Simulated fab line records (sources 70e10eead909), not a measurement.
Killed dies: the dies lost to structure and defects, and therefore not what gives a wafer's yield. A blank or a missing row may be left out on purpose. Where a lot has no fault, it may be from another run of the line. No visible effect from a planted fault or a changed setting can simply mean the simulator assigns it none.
Struck lot and sound lot, side by side | flow nand_harc | 37 out of 1302 route steps
Sound: wafers L459.2, L459.3, L459.6. Struck: wafers L469.3, L469.4, L469.5. The cause comes at the end.
Order at every step that has rows: each side's tool, ch and its chambers, its first start. Under that, the readings that differ: sound wafers | struck wafers | difference of the means | sigmas: that difference in standard deviations of wafers without a fault.
alike: readings with means less than 2 such deviations apart, plus words and numbers identical on both sides. not compared: withheld readings, readings lacking a value on some wafer, bounds such as >300 that could conceal the same value, and numbers that have no deviation in the record and whose values overlap.
Wherever a step has rows on one side only, a row that says differs or no value, or a row with sigmas, the two part there. Numbers that don't overlap but have no deviation are shown without sigmas and don't part them. Lack of a reading on every wafer of one side parts them only where that side has two or more wafers.

first, 2 steps without rows for these wafers: NHARC_A_WL_FILL_CVD_03 (deposits W, target thk 40 nm, time 279 s); NHARC_A_WL_FILL_ETCHBACK_04 (etches the open film in NF3, target depth 60 nm, time 120 s).
NHARC_A_WL_FILL_ETCHBACK_05: etches the open film in Cl2/BCl3, target depth 22 nm, time 60 s.
  sound on rie_metal-02 ch 0,1, day 20 11:47; struck on rie_metal-03 ch 0,1, day 23 23:05
  alike: drypump_motor_current_A, he_backside_leak_sccm, oes_product_au
  not compared: rf_hours_counter_h
then, 7 steps without rows for these wafers: NHARC_A_WL_FILL_STRIP_27 (strips in N2/H2, time 20 s); NHARC_A_WL_FILL_STRIP_28 (strips in post etch residue remover, time 1200 s); NHARC_A_WL_FILL_PRECLEAN_06 (cleans in DIW, time 300 s); NHARC_A_WL_FILL_SRD_07; NHARC_A_WL_FILL_ANNEAL_08 (time 1800 s); NHARC_A_WL_FILL_ALD_10 (deposits SiO2, target thk 50 nm, pulse time 10 s, ald cycles 500); NHARC_A_WL_FILL_ETCHBACK_16 (etches the open film in C4F8/O2/Ar, target depth 120 nm, time 24 s).
NHARC_A_WL_FILL_STRIP_29: strips in O2, time 20 s.
  sound on rie_diel-08 ch 2,3, day 20 21:34; struck on rie_diel-03 ch 0,3, day 24 11:19
  alike: drypump_motor_current_A, o2_flow_sccm, oes_product_au, rf_vpp_V, showerhead_plenum_p_Torr, throttle_valve_pct
  not compared: rf_hours_counter_h
NHARC_A_WL_FILL_ETCHBACK_17: etches the open film in Cl2/BCl3, target depth 4 nm, time 26.7 s.
  sound on rie_metal-02 ch 0,1, day 20 21:41; struck on rie_metal-01 ch 0,1, day 24 11:28
  reading                      | sound          | struck         | difference | sigmas
  he_backside_leak_sccm (sccm) | 3.05 3.25 3.14 | 3.52 3.60 3.66 | +0.45      | +3
  alike: drypump_motor_current_A, oes_product_au
  not compared: rf_hours_counter_h
then, 3 steps without rows for these wafers: NHARC_A_WL_FILL_PRECLEAN_18 (cleans in dHF, time 30 s); NHARC_A_WL_FILL_SRD_21; NHARC_A_WL_FILL_CVD_23 (deposits poly-Si, target thk 40 nm, time 800 s).
NHARC_A_WL_FILL_ETCHBACK_26: etches the open film in HBr, target depth 52 nm, time 13.3 s.
  sound on rie_si-06 ch 0,1,2, day 21 02:54; struck on rie_si-06 ch 0,1,3, day 24 16:40
  alike: bias_w, drypump_motor_current_A, he_backside_leak_sccm, oes_product_au, throttle_valve_pct
  not compared: rf_hours_counter_h
then, 3 steps without rows for these wafers: NHARC_A_WL_FILL_PRECLEAN_30 (cleans in dHF, time 10 s); NHARC_A_WL_FILL_SRD_14; NHARC_A_WL_FILL_ALD_19 (deposits TiN, target thk 2 nm, pulse time 3 s, ald cycles 100).
NHARC_A_WL_FILL_CVD_20: deposits W, target thk 100 nm, time 74 s.
  sound on cvd_w-02 ch 0,1; struck on cvd_w-01 ch 0,1
  alike: chamber_pressure_Torr, heater_power_w, throttle_valve_pct
then, 3 steps without rows for these wafers: NHARC_A_WL_FILL_CMP_12 (polishes, t overpolish 30 s, target thk 100 nm); NHARC_A_WL_FILL_SRD_31; NHARC_A_CONTACT_DEP_24 (deposits SiO2, target thk 500 nm).
NHARC_A_CONTACT_DEP_28: deposits aC, target thk 7000 nm.
  sound on acl_dep-02 ch 0, day 21 05:46; struck on acl_dep-01 ch 0, day 24 19:51
  alike: throttle_valve_pct
then, 11 steps without rows for these wafers: NHARC_A_CONTACT_DEP_29 (deposits SiON, target thk 100 nm); NHARC_A_CONTACT_DEHYDRATE_32 (time 120 s); NHARC_A_CONTACT_HMDS_33 (time 30 s); NHARC_A_CONTACT_COAT_34 (time 75 s); NHARC_A_CONTACT_COAT_35 (time 65 s); NHARC_A_CONTACT_COAT_36 (resist thk 90 nm); NHARC_A_CONTACT_SOFTBAKE_37 (time 55 s); NHARC_A_CONTACT_EBR_38; NHARC_A_CONTACT_EXPOSE_39 (exposes mask A CC 3); NHARC_A_CONTACT_PEB_40 (peb time 65 s); NHARC_A_CONTACT_DEVELOP_41 (develop time 35 s).
NHARC_A_CONTACT_CD_MEAS_42 targets a cd of 300 nm.
  sound on cd_sem-01 ch 0, day 21 10:03; struck on cd_sem-03 ch 0, day 24 23:19
  alike: cd_nm
-- break in the record here, with 3 days between the starts of the struck wafers on either side (left off in module A_CONTACT, picked up again in module END, where the first step shown is number 1302 on the route) --
NHARC_END_SORT_01:
  the record has rows for the struck wafers here (prober-02 ch 0, day 27 23:00) and none for the sound ones

WHERE THEY PART
At NHARC_A_WL_FILL_ETCHBACK_17 first; at NHARC_END_SORT_01 last (within this record only).

WHY: the cause the simulator had injected
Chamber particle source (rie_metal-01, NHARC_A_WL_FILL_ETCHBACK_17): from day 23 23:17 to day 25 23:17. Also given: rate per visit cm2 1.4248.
